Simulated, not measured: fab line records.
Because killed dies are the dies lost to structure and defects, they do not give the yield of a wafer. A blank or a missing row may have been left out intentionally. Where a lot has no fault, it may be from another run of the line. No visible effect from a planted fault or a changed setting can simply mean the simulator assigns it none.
Matching of chambers | flow nandHarc | cmp-04 running NHARC_A_CHANNEL_FILL_D2_CMP_10: 4 sister chambers
The step polishes, target thk 150 nm. 4 wafers are shown with their chamber, then 7 later ones without.

## WAFERS, EACH WITH ITS CHAMBER
wafer  | chamber | motorCurrentA (A)
L078.3 | 3       | 13.6
L086.1 | 2       | 13.4
L086.2 | 0       | 11.2
L087.5 | 1       | 12.8

## WAFERS WITHOUT THEIR CHAMBER
wafer  | motorCurrentA (A)
L087.6 | 12.2
L088.1 | 13.9
L088.5 | 13.3
L088.6 | 12.9
L097.2 | 13.2
L097.5 | 13.1
L097.6 | 13.7

## WHICH CHAMBER EACH ONE RAN IN
wafer  | from the rows above          | in truth
L087.6 | can't be placed: 1 or 0      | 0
L088.1 | can't be placed: 3 or 2      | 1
L088.5 | can't be placed: 2 or 3 or 1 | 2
L088.6 | can't be placed: 1 or 2      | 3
L097.2 | can't be placed: 2 or 1 or 3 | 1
L097.5 | can't be placed: 1 or 2 or 3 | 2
L097.6 | can't be placed: 3 or 2      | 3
Correctly placed: 0 of 7. Unplaceable from these rows: 7, with the true chamber sitting among the candidates in 5. Placed wrongly: 0.
How it was worked out, from the rows above alone: a wafer's distance from a chamber is the root of the sum, over the readings, of the square of ((its reading less the chamber's mean) divided by the reading's scatter). The wafer belongs to the nearest chamber; if the next one is less than 2 further off, it can't be placed. For every chamber, the mean is computed from those of its wafers that are shown. The scatter: with one shown wafer a chamber, the root of the mean of the squares of how far each hidden wafer lies from its nearest shown one.
